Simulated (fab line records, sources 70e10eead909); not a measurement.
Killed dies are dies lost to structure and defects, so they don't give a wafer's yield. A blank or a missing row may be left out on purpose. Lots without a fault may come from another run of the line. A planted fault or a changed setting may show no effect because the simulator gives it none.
Which tool did it? | flow nand_harc | 24 lots, 72 wafers sampled, at 6 steps of a route of 1302

WHAT THE GAUGES READ, wafer by wafer
NHARC_P_GATE_INSPECT_28. Usual: raw_defect_count 7, standard deviation 3.
lot  | measured     | on                | raw_defect_count | flag
L074 | day 5 05:50  | defect_inspect-01 | 9 8 10           |
L075 | day 5 08:59  | defect_inspect-02 | 12 8 9           |
L076 | day 5 23:17  | defect_inspect-01 | 6 8 6            |
L077 | day 6 10:56  | defect_inspect-02 | 5 8 13           |
L078 | day 6 11:35  | defect_inspect-02 | 7 5 8            |
L079 | day 7 01:29  | defect_inspect-01 | 9 4 3            |
L080 | day 7 16:12  | defect_inspect-02 | 3 3 6            |
L081 | day 8 10:45  | defect_inspect-02 | 4 10 5           |
L082 | day 8 17:25  | defect_inspect-02 | 7 5 5            |
L083 | day 8 21:05  | defect_inspect-01 | 6 9 4            |
L084 | day 9 14:06  | defect_inspect-01 | 5 3 10           |
L085 | day 9 20:28  | defect_inspect-02 | 9 5 7            |
L086 | day 10 03:34 | defect_inspect-02 | 4 3 5            |
L087 | day 10 06:36 | defect_inspect-02 | 12 4 4           |
L088 | day 11 00:33 | defect_inspect-01 | 8 4 5            |
L089 | day 11 00:23 | defect_inspect-02 | 4 7 11           |
L090 | day 11 22:49 | defect_inspect-02 | 8 7 9            |
L091 | day 12 00:32 | defect_inspect-02 | 7 7 7            |
L092 | day 12 09:09 | defect_inspect-01 | 10 7 12          |
L093 | day 12 20:34 | defect_inspect-01 | 4 1 3            |
L094 | day 13 12:36 | defect_inspect-02 | 9 4 9            |
L095 | day 13 15:55 | defect_inspect-02 | 10 12 11         |
L096 | day 14 02:34 | defect_inspect-02 | 11 2 4           |
L097 | day 14 14:33 | defect_inspect-01 | 7 4 5            |

NHARC_P_CONTACT_CD_MEAS_19. Usual: cd_nm 89.9 nm, standard deviation 1.1.
lot  | measured     | on        | cd_nm (nm)     | flag
L074 | day 6 02:32  | cd_sem-02 | 88.8 89.0 89.3 |
L075 | day 6 06:01  | cd_sem-01 | 91.5 88.5 90.0 |
L076 | day 6 20:12  | cd_sem-01 | 88.8 90.5 90.1 |
L077 | day 7 07:41  | cd_sem-01 | 89.4 89.8 88.6 |
L078 | day 7 08:38  | cd_sem-03 | 88.9 89.2 90.6 |
L079 | day 7 22:18  | cd_sem-03 | 90.7 91.3 90.0 |
L080 | day 8 12:59  | cd_sem-03 | 89.8 91.6 91.2 |
L081 | day 9 07:42  | cd_sem-01 | 89.2 90.0 89.9 |
L082 | day 9 16:47  | cd_sem-03 | 88.2 89.5 88.4 |
L083 | day 9 18:15  | cd_sem-03 | 88.4 91.2 91.2 |
L084 | day 10 13:24 | cd_sem-03 | 90.2 90.8 89.4 |
L085 | day 10 20:52 | cd_sem-02 | 89.6 89.9 89.6 |
L086 | day 11 00:59 | cd_sem-01 | 87.4 89.3 88.9 |
L087 | day 11 05:39 | cd_sem-01 | 92.2 90.3 90.7 |
L088 | day 11 22:09 | cd_sem-03 | 91.2 90.6 92.1 |
L089 | day 11 21:24 | cd_sem-03 | 87.1 90.2 88.9 |
L090 | day 12 19:39 | cd_sem-01 | 89.3 91.4 89.5 |
L091 | day 12 21:32 | cd_sem-03 | 89.6 90.6 90.5 |
L092 | day 13 06:03 | cd_sem-03 | 89.5 90.7 90.3 |
L093 | day 13 17:38 | cd_sem-01 | 89.5 91.5 89.7 |
L094 | day 14 09:41 | cd_sem-01 | 91.0 91.2 92.0 |
L095 | day 14 13:10 | cd_sem-02 | 90.2 90.2 90.5 |
L096 | day 15 01:49 | cd_sem-03 | 88.4 89.6 88.6 |
L097 | day 15 11:48 | cd_sem-01 | 88.5 87.4 87.1 |

NHARC_P_M1_INSPECT_11. Usual: raw_defect_count 4.7, standard deviation 2.2.
lot  | measured     | on                | raw_defect_count | flag
L074 | day 6 09:48  | defect_inspect-01 | 10 4 6           |
L075 | day 6 13:17  | defect_inspect-01 | 8 4 6            |
L076 | day 7 03:16  | defect_inspect-01 | 6 3 7            |
L077 | day 7 14:52  | defect_inspect-01 | 4 7 10           |
L078 | day 7 15:59  | defect_inspect-02 | 2 4 1            |
L079 | day 8 05:37  | defect_inspect-02 | 8 3 7            |
L080 | day 8 20:09  | defect_inspect-01 | 4 5 5            |
L081 | day 9 15:18  | defect_inspect-02 | 6 5 4            |
L082 | day 10 00:05 | defect_inspect-01 | 0 3 8            |
L083 | day 10 01:41 | defect_inspect-01 | 4 8 2            |
L084 | day 10 20:56 | defect_inspect-02 | 5 5 2            |
L085 | day 11 04:28 | defect_inspect-02 | 4 8 6            |
L086 | day 11 08:35 | defect_inspect-02 | 4 0 2            |
L087 | day 11 13:14 | defect_inspect-02 | 6 4 2            |
L088 | day 12 05:33 | defect_inspect-02 | 4 4 7            |
L089 | day 12 05:24 | defect_inspect-02 | 2 4 4            |
L090 | day 13 03:07 | defect_inspect-02 | 8 7 3            |
L091 | day 13 05:11 | defect_inspect-02 | 4 3 4            |
L092 | day 13 13:25 | defect_inspect-02 | 6 6 7            |
L093 | day 14 00:56 | defect_inspect-01 | 5 6 4            |
L094 | day 14 16:56 | defect_inspect-02 | 6 4 4            |
L095 | day 14 20:23 | defect_inspect-01 | 6 8 2            |
L096 | day 15 09:09 | defect_inspect-02 | 7 2 4            |
L097 | day 15 19:06 | defect_inspect-02 | 7 2 3            |

WHICH TOOL RAN EACH LOT (tool, then ch and the chambers of the sampled wafers, then the start)
lot  | NHARC_P_ZERO_WELL_DESCUM_26        | NHARC_P_STI_DESCUM_14              | NHARC_P_M0_DEGAS_28
L074 | rie_diel-02 ch 0,2,3, day 1 22:46  | rie_diel-06 ch 2,3, day 2 23:16    | pvd_sputter-02, day 6 06:49
L075 | rie_diel-02 ch 1,2,3, day 2 08:38  | rie_diel-13 ch 0,1,3, day 3 07:54  | pvd_sputter-02, day 6 10:13
L076 | rie_diel-08 ch 0,1,2, day 2 19:17  | rie_diel-10 ch 0,2,3, day 3 17:06  | pvd_sputter-01, day 7 00:17
L077 | rie_diel-08 ch 0,3, day 3 04:44    | rie_diel-10 ch 0,2, day 4 03:29    | pvd_sputter-03, day 7 11:49
L078 | rie_diel-03 ch 0,1,2, day 3 14:41  | rie_diel-10 ch 1,3, day 4 11:10    | pvd_sputter-02, day 7 12:55
L079 | rie_diel-08 ch 0,2,3, day 4 00:39  | rie_diel-10 ch 0,2,3, day 4 22:32  | pvd_sputter-01, day 8 02:31
L080 | rie_diel-02 ch 0,1, day 4 10:40    | rie_diel-10 ch 0,1,3, day 5 07:11  | pvd_sputter-01, day 8 17:14
L081 | rie_diel-02 ch 2,3, day 4 20:37    | rie_diel-10 ch 0,1, day 5 18:46    | pvd_sputter-03, day 9 11:59
L082 | rie_diel-03 ch 0,1,2, day 5 06:45  | rie_diel-13 ch 0,1, day 6 02:28    | pvd_sputter-01, day 9 21:01
L083 | rie_diel-08 ch 0,2,3, day 5 16:30  | rie_diel-13 ch 0,2,3, day 6 15:43  | pvd_sputter-01, day 9 22:37
L084 | rie_diel-08 ch 0,2,3, day 6 02:44  | rie_diel-10 ch 0,1,2, day 7 04:43  | pvd_sputter-02, day 10 17:52
L085 | rie_diel-02 ch 0,1,3, day 6 13:13  | rie_diel-06 ch 0,1, day 7 14:05    | pvd_sputter-03, day 11 00:57
L086 | rie_diel-08 ch 0,2,3, day 6 22:43  | rie_diel-13 ch 2,3, day 7 18:50    | pvd_sputter-03, day 11 05:30
L087 | rie_diel-08 ch 0,1,3, day 7 08:47  | rie_diel-10 ch 0,1, day 8 05:03    | pvd_sputter-01, day 11 09:55
L088 | rie_diel-08 ch 0,2, day 7 18:46    | rie_diel-10 ch 0,2,3, day 8 16:07  | pvd_sputter-02, day 12 02:26
L089 | rie_diel-03 ch 0,3, day 8 04:38    | rie_diel-10 ch 1,2, day 9 01:03    | pvd_sputter-01, day 12 01:53
L090 | rie_diel-03 ch 0,1,2, day 8 14:49  | rie_diel-06 ch 0,1, day 9 12:22    | pvd_sputter-03, day 13 00:05
L091 | rie_diel-02 ch 0,1,3, day 9 01:12  | rie_diel-10 ch 0,1, day 9 21:28    | pvd_sputter-03, day 13 02:08
L092 | rie_diel-03 ch 0,3, day 9 10:43    | rie_diel-13 ch 0,1,3, day 10 07:20 | pvd_sputter-02, day 13 10:22
L093 | rie_diel-02 ch 0,3, day 9 20:44    | rie_diel-06 ch 1,2, day 10 16:53   | pvd_sputter-03, day 13 21:52
L094 | rie_diel-03 ch 0,2,3, day 10 07:09 | rie_diel-06 ch 0,2,3, day 11 06:32 | pvd_sputter-02, day 14 13:50
L095 | rie_diel-03 ch 1,2,3, day 10 16:41 | rie_diel-10 ch 0,2,3, day 11 12:25 | pvd_sputter-03, day 14 17:17
L096 | rie_diel-02 ch 1,2,3, day 11 02:45 | rie_diel-13 ch 1,2,3, day 12 00:59 | pvd_sputter-02, day 15 06:05
L097 | rie_diel-03 ch 1,2,3, day 11 12:46 | rie_diel-10 ch 0,3, day 12 10:22   | pvd_sputter-01, day 15 16:04
- NHARC_P_ZERO_WELL_DESCUM_26: chemistry O2, time 3 s.
- NHARC_P_STI_DESCUM_14: chemistry O2, time 3 s.
- NHARC_P_M0_DEGAS_28: time 60 s.

WHAT THE TOOLS THEMSELVES READ (means of the sampled wafers that have a number; where no wafer has one, the mark that the record gives instead)
NHARC_P_ZERO_WELL_DESCUM_26. Usual: drypump_motor_current_A 6.0 A, standard deviation 0.36; oes_product_au 0.998 a.u., standard deviation 0.0085; rf_vpp_V 58.0 V, standard deviation 0.87; showerhead_plenum_p_Torr 1.94 Torr, standard deviation 0.09; throttle_valve_pct 11.312 %, standard deviation 0.0085.
lot  | tool        | drypump_motor_current_A (A) | oes_product_au (a.u.) | rf_vpp_V (V) | showerhead_plenum_p_Torr (Torr) | throttle_valve_pct (%) | flag
L074 | rie_diel-02 | 6.1                         | 0.988                 | 57.7         | 1.91                            | 11.311                 |
L075 | rie_diel-02 | 6.0                         | 0.989                 | 57.0         | 1.86                            | 11.313                 |
L076 | rie_diel-08 | 6.1                         | 1.003                 | 57.5         | 1.93                            | 11.312                 |
L077 | rie_diel-08 | 6.3                         | 0.992                 | 58.0         | 1.96                            | 11.315                 |
L078 | rie_diel-03 | 5.9                         | 1.005                 | 58.0         | 1.93                            | 11.310                 |
L079 | rie_diel-08 | 6.2                         | 1.005                 | 59.1         | 1.98                            | 11.309                 |
L080 | rie_diel-02 | 5.7                         | 0.992                 | 57.9         | 2.01                            | 11.313                 |
L081 | rie_diel-02 | 6.3                         | 0.991                 | 58.2         | 1.94                            | 11.311                 |
L082 | rie_diel-03 | 5.9                         | 1.007                 | 58.3         | 1.92                            | 11.309                 |
L083 | rie_diel-08 | 6.2                         | 1.000                 | 57.5         | 1.98                            | 11.315                 |
L084 | rie_diel-08 | 6.2                         | 0.998                 | 58.2         | 1.98                            | 11.306                 |
L085 | rie_diel-02 | 5.8                         | 0.988                 | 58.3         | 1.92                            | 11.316                 |
L086 | rie_diel-08 | 6.2                         | 1.003                 | 57.7         | 1.97                            | 11.304                 |
L087 | rie_diel-08 | 6.0                         | 0.998                 | 57.5         | 1.95                            | 11.308                 |
L088 | rie_diel-08 | 6.3                         | 1.015                 | 58.0         | 1.94                            | 11.311                 |
L089 | rie_diel-03 | 5.9                         | 1.001                 | 57.5         | 1.95                            | 11.309                 |
L090 | rie_diel-03 | 5.9                         | 1.002                 | 57.5         | 1.92                            | 11.311                 |
L091 | rie_diel-02 | 5.7                         | 0.993                 | 58.0         | 1.92                            | 11.318                 |
L092 | rie_diel-03 | 5.9                         | 1.007                 | 58.8         | 1.94                            | 11.308                 |
L093 | rie_diel-02 | 5.9                         | 0.991                 | 58.4         | 1.86                            | 11.318                 |
L094 | rie_diel-03 | 6.1                         | 1.005                 | 57.5         | 1.93                            | 11.317                 |
L095 | rie_diel-03 | 6.1                         | 1.002                 | 57.9         | 1.97                            | 11.311                 |
L096 | rie_diel-02 | 6.0                         | 0.994                 | 57.3         | 1.95                            | 11.324                 |
L097 | rie_diel-03 | 6.1                         | 0.998                 | 57.9         | 1.97                            | 11.309                 |

NHARC_P_STI_DESCUM_14. Usual: drypump_motor_current_A 5.55 A, standard deviation 0.3; oes_product_au 1.001 a.u., standard deviation 0.0067; rf_vpp_V 57.9 V, standard deviation 0.83; showerhead_plenum_p_Torr 1.96 Torr, standard deviation 0.093; throttle_valve_pct 11.312 %, standard deviation 0.0093.
lot  | tool        | drypump_motor_current_A (A) | oes_product_au (a.u.) | rf_vpp_V (V) | showerhead_plenum_p_Torr (Torr) | throttle_valve_pct (%) | flag
L074 | rie_diel-06 | 5.70                        | 0.997                 | 56.9         | 1.98                            | 11.309                 |
L075 | rie_diel-13 | 5.74                        | 0.999                 | 57.8         | 2.02                            | 11.313                 |
L076 | rie_diel-10 | 5.50                        | 1.003                 | 58.4         | 1.97                            | 11.309                 |
L077 | rie_diel-10 | 5.56                        | 1.007                 | 58.1         | 2.04                            | 11.317                 |
L078 | rie_diel-10 | 5.58                        | 0.996                 | 58.3         | 1.89                            | 11.314                 |
L079 | rie_diel-10 | 5.51                        | 1.000                 | 58.0         | 1.97                            | 11.306                 |
L080 | rie_diel-10 | 5.56                        | 0.996                 | 57.0         | 1.92                            | 11.313                 |
L081 | rie_diel-10 | 5.68                        | 0.998                 | 57.2         | 1.94                            | 11.303                 |
L082 | rie_diel-13 | 6.08                        | 1.002                 | 58.5         | 2.02                            | 11.323                 |
L083 | rie_diel-13 | 5.36                        | 1.000                 | 57.7         | 1.96                            | 11.313                 |
L084 | rie_diel-10 | 5.64                        | 1.000                 | 57.9         | 1.99                            | 11.316                 |
L085 | rie_diel-06 | 5.41                        | 1.010                 | 58.2         | 1.97                            | 11.307                 |
L086 | rie_diel-13 | 5.01                        | 1.004                 | 58.2         | 2.01                            | 11.322                 |
L087 | rie_diel-10 | 5.71                        | 1.006                 | 57.7         | 1.93                            | 11.318                 |
L088 | rie_diel-10 | 5.51                        | 1.004                 | 57.5         | 1.97                            | 11.312                 |
L089 | rie_diel-10 | 5.60                        | 1.000                 | 58.1         | 2.00                            | 11.309                 |
L090 | rie_diel-06 | 5.35                        | 1.010                 | 57.8         | 1.89                            | 11.312                 |
L091 | rie_diel-10 | 5.66                        | 0.994                 | 58.2         | 1.97                            | 11.303                 |
L092 | rie_diel-13 | 5.71                        | 0.996                 | 58.0         | 2.02                            | 11.304                 |
L093 | rie_diel-06 | 5.53                        | 0.998                 | 57.8         | 1.98                            | 11.306                 |
L094 | rie_diel-06 | 5.64                        | 1.000                 | 57.8         | 1.97                            | 11.315                 |
L095 | rie_diel-10 | 5.52                        | 1.011                 | 58.2         | 1.97                            | 11.313                 |
L096 | rie_diel-13 | 5.34                        | 1.004                 | 58.0         | 2.01                            | 11.319                 |
L097 | rie_diel-10 | 5.46                        | 1.009                 | 57.9         | 1.90                            | 11.304                 |

NHARC_P_M0_DEGAS_28. Usual: heater_power_w 332 W, standard deviation 43.
lot  | tool           | heater_power_w (W) | flag
L074 | pvd_sputter-02 | 350                |
L075 | pvd_sputter-02 | 312                |
L076 | pvd_sputter-01 | 323                |
L077 | pvd_sputter-03 | 351                |
L078 | pvd_sputter-02 | 353                |
L079 | pvd_sputter-01 | 345                |
L080 | pvd_sputter-01 | 346                |
L081 | pvd_sputter-03 | 328                |
L082 | pvd_sputter-01 | 362                |
L083 | pvd_sputter-01 | 323                |
L084 | pvd_sputter-02 | 349                |
L085 | pvd_sputter-03 | 303                |
L086 | pvd_sputter-03 | 341                |
L087 | pvd_sputter-01 | 336                |
L088 | pvd_sputter-02 | 325                |
L089 | pvd_sputter-01 | 320                |
L090 | pvd_sputter-03 | 314                |
L091 | pvd_sputter-03 | 354                |
L092 | pvd_sputter-02 | 305                |
L093 | pvd_sputter-03 | 283                |
L094 | pvd_sputter-02 | 356                |
L095 | pvd_sputter-03 | 317                |
L096 | pvd_sputter-02 | 357                |
L097 | pvd_sputter-01 | 321                |

THE ANSWER, worked out from the rows above alone
Rule: a lot is off if the mean of its wafers that have a number lies more than 3 standard deviations from the usual mean. A lot without any number at a reading at which 4 lots or more have one is off too. The other lots that the step has rows for count as sound. The gauges are gone through in route order, then the tools' own readings, and for those a lot's mean is taken as printed above. The first step at which some lot is off is used, and at that step the reading that is off furthest; a lot without a number counts as furthest.
No lot is off at any reading shown: from this, nothing can be told.

WHAT THE SIMULATOR HAD PUT IN
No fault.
